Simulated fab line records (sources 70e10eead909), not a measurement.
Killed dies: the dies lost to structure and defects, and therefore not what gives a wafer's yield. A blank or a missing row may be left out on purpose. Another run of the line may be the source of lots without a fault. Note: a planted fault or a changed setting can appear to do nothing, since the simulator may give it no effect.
What tool caused it?    flow nand_harc    39 wafers from 13 lots sampled at 5 of the route's 1159 steps

WHAT THE GAUGES READ, wafer by wafer
NHARC_A_M1_OVL_MEAS_10: pitch 240 nm. Usual: overlay_x_nm 0.0 nm, standard deviation 0.91; overlay_y_nm 0.2 nm, standard deviation 0.98.
lot   measured      on          overlay_x_nm (nm)  overlay_y_nm (nm)  flag
L970  day 18 09:05  overlay-02  -1.4 -1.6 -0.6     0.6 0.7 0.3        
L969  day 18 08:55  overlay-01  0.3 0.1 -0.1       0.3 0.2 0.7        
L973  day 18 09:23  overlay-02  1.4 1.0 1.8        -0.8 -1.5 -1.2     
L972  day 18 09:14  overlay-01  0.8 0.7 1.4        0.1 0.2 0.2        
L971  day 18 11:08  overlay-01  0.4 -0.2 0.0       0.8 0.4 0.0        
L975  day 18 23:30  overlay-02  1.3 0.9 0.8        1.6 1.3 1.2        
L978  day 19 09:36  overlay-02  -1.8 -1.1 -1.4     -0.6 -0.1 -0.9     
L977  day 19 19:46  overlay-02  -1.0 -1.0 -1.0     -1.3 -0.9 -0.9     
L976  day 20 07:19  overlay-02  -1.2 -2.1 -1.4     0.9 0.4 1.3        
L979  day 20 10:43  overlay-02  0.4 0.5 0.6        1.3 1.2 0.8        
L984  day 21 01:38  overlay-02  0.6 0.8 0.9        1.0 1.2 1.2        
L992  day 22 21:29  overlay-01  -0.5 -0.4 -0.6     1.3 1.5 1.9        
L991  day 23 06:02  overlay-01  0.7 0.7 0.7        0.6 0.2 0.3        

NHARC_A_M1_THK_MEAS_24: measures by xrf. Usual: thk_nm at 154.4 nm, with a standard deviation of 1.7.
lot   measured      on             thk_nm (nm)        flag
L970  day 18 11:44  film_metro-02  153.6 155.1 154.0  
L969  day 18 11:40  film_metro-02  153.2 151.8 152.6  
L973  day 18 12:15  film_metro-02  156.4 154.0 154.9  
L972  day 18 12:04  film_metro-02  154.1 153.8 155.8  
L971  day 18 13:43  film_metro-01  154.7 156.9 153.5  
L975  day 19 02:17  film_metro-02  153.7 155.2 157.8  
L978  day 19 12:08  film_metro-02  155.6 153.7 153.3  
L977  day 19 22:17  film_metro-01  158.0 155.1 159.0  
L976  day 20 09:56  film_metro-01  154.3 155.0 154.7  
L979  day 20 13:13  film_metro-01  153.3 153.3 150.3  
L984  day 21 04:11  film_metro-02  156.5 153.7 156.5  
L992  day 23 00:02  film_metro-02  155.8 152.2 154.3  
L991  day 23 08:40  film_metro-01  155.1 155.0 153.8  

NHARC_END_SORT_01. Usual: defect_limited_yield 95.1 %, standard deviation 1.3; killed_at_array 29, standard deviation 8.4; killed_at_other 0.7, standard deviation 1.2; killed_at_periphery 3.8, standard deviation 2.1; killed_dies 33, standard deviation 9; killed_open 3.4, standard deviation 2; killed_short 2.1, standard deviation 1.4; sort_bin_2_pct 1.5 %, standard deviation 0.56; sort_bin_3_pct 0.26 %, standard deviation 0.2; sort_bin_4_pct 3.1 %, standard deviation 0.91; sort_n_pass 644, standard deviation 9; sort_rim_yield_pct 96.2 %, standard deviation 2.2; sort_yield_pct 95.1 %, standard deviation 1.3.
lot   measured      on         defect_limited_yield (%)  killed_at_array  killed_at_other  killed_at_periphery  killed_dies  killed_open  killed_short  sort_bin_2_pct (%)  sort_bin_3_pct (%)  sort_bin_4_pct (%)  sort_n_pass  sort_rim_yield_pct (%)  sort_yield_pct (%)  flag
L969  day 21 07:39  prober-01  93.9 95.0 95.3            33 29 29         0 0 0            8 5 3                41 34 32     5 5 1        2 1 2         2.2 1.9 2.2         0.15 0 0.30         3.7 3.1 2.2         636 643 645  94.3 94.3 96.2          93.9 95.0 95.3      
L978  day 22 00:01  prober-01  95.3 94.7 95.0            27 29 28         0 0 0            5 7 6                32 36 34     1 4 5        3 2 1         1.9 1.8 1.2         0.15 0.44 0.15      2.7 3.1 3.7         645 641 643  96.2 91.5 98.1          95.3 94.7 95.0      
L977  day 22 07:05  prober-01  96.5 96.6 96.2            22 23 22         0 0 0            2 0 4                24 23 26     4 2 5        2 5 0         1.0 1.3 1.2         0.30 0 0            2.2 2.1 2.7         653 654 651  96.2 99.1 99.1          96.5 96.6 96.2      
L979  day 22 22:37  prober-02  93.5 93.9 94.2            38 36 34         0 0 0            6 5 5                44 41 39     5 4 2        6 3 2         1.9 1.9 1.3         0.30 0.15 0.44      4.3 4.0 4.0         633 636 638  95.3 95.3 89.6          93.5 93.9 94.2      
L984  day 23 08:51  prober-02  96.0 95.7 94.4            26 26 35         0 0 0            1 3 3                27 29 38     1 3 4        0 2 4         1.3 1.5 1.8         0 0.15 0.74         2.7 2.7 3.1         650 648 639  97.2 96.2 95.3          96.0 95.7 94.4      
L991  day 24 20:58  prober-01  93.8 92.5 92.9            37 46 42         0 2 1            5 3 5                42 51 48     7 5 6        0 6 1         1.8 3.0 2.4         0.15 0.59 0.30      4.3 4.0 4.4         635 626 629  97.2 96.2 97.2          93.8 92.5 92.9      

WHICH TOOL RAN EACH LOT (tool, then ch and the chambers of the sampled wafers, then the start)
lot   NHARC_A_M0_DEP_32                NHARC_A_M1_STRIP_19
L970  pecvd-04 ch 1,2, day 18 07:24    wet_bench-08 ch 0,1,3, day 18 10:01
L969  pecvd-01 ch 0,1,2, day 18 07:25  wet_bench-08 ch 0,1,5, day 18 09:53
L973  pecvd-02 ch 0,1,2, day 18 07:47  wet_bench-08 ch 1,3,7, day 18 10:16
L972  pecvd-04 ch 0,1,2, day 18 07:47  wet_bench-08 ch 0,1,2, day 18 10:13
L971  pecvd-01 ch 0,1, day 18 09:58    wet_bench-08 ch 0,5,6, day 18 12:01
L975  pecvd-04 ch 0,1, day 18 22:10    wet_bench-08 ch 3,4,7, day 19 00:21
L978  pecvd-04 ch 0,1,2, day 19 08:22  wet_bench-10 ch 0,5,6, day 19 10:28
L977  pecvd-01 ch 0,2, day 19 18:26    wet_bench-08 ch 4,5,7, day 19 20:37
L976  pecvd-04 ch 0,1, day 20 05:59    wet_bench-10 ch 1,2,4, day 20 08:14
L979  pecvd-04 ch 0,2, day 20 09:29    wet_bench-10 ch 0,4,5, day 20 11:34
L984  pecvd-02 ch 0,1,2, day 21 00:28  wet_bench-10 ch 1,3,5, day 21 02:29
L992  pecvd-04 ch 0,1,2, day 22 19:27  wet_bench-08 ch 0,4,7, day 22 22:20
L991  pecvd-01 ch 0,1,2, day 23 04:47  wet_bench-08 ch 2,3,4, day 23 06:53
- NHARC_A_M0_DEP_32: deposits SiCN, target thk 30 nm.
- NHARC_A_M1_STRIP_19: strips in post etch residue remover, time 600 s.

AS READ BY THE TOOLS THEMSELVES (means over the sampled wafers that have a number; for cases with no such wafer, the mark the record gives instead)
NHARC_A_M0_DEP_32. Usual: heater_power_w at 579 W, with a standard deviation of 60.
lot   tool      heater_power_w (W)  flag
L970  pecvd-04  573                 
L969  pecvd-01  516                 
L973  pecvd-02  601                 
L972  pecvd-04  633                 
L971  pecvd-01  576                 
L975  pecvd-04  629                 
L978  pecvd-04  611                 
L977  pecvd-01  514                 
L976  pecvd-04  658                 
L979  pecvd-04  608                 
L984  pecvd-02  592                 
L992  pecvd-04  649                 
L991  pecvd-01  532                 

NHARC_A_M1_STRIP_19. Usual: run_length_s at 602.9 s, with a standard deviation of 1.2.
lot   tool          run_length_s (s)  flag
L970  wet_bench-08  603.2             
L969  wet_bench-08  603.1             
L973  wet_bench-08  602.8             
L972  wet_bench-08  601.6             
L971  wet_bench-08  603.1             
L975  wet_bench-08  602.6             
L978  wet_bench-10  603.8             
L977  wet_bench-08  603.2             
L976  wet_bench-10  602.6             
L979  wet_bench-10  603.2             
L984  wet_bench-10  620.9             OFF
L992  wet_bench-08  603.1             
L991  wet_bench-08  603.1             

THE ANSWER, worked out from the rows above alone
Rule: lot off if the mean of its wafers having a number is beyond 3 standard deviations from the usual mean. Also off: a lot with no number at a reading for which 4 or more lots have one. All remaining lots with rows at the step are treated as sound. After the gauges, taken in route order, come the tools' own readings; for these a lot's mean is taken, as printed above. The first step at which some lot is off is used, and at that step the reading that is off furthest; a lot without a number counts as furthest.
Off: L984 (NHARC_A_M1_STRIP_19, run_length_s).
A tool fits if, at that step or a process step before it, it ran every lot that is off, and no sound lot after the first of them. Can't be told from this: 2 tools fit, pecvd-02 at NHARC_A_M0_DEP_32, wet_bench-10 at NHARC_A_M1_STRIP_19.

WHAT THE SIMULATOR HAD PUT IN
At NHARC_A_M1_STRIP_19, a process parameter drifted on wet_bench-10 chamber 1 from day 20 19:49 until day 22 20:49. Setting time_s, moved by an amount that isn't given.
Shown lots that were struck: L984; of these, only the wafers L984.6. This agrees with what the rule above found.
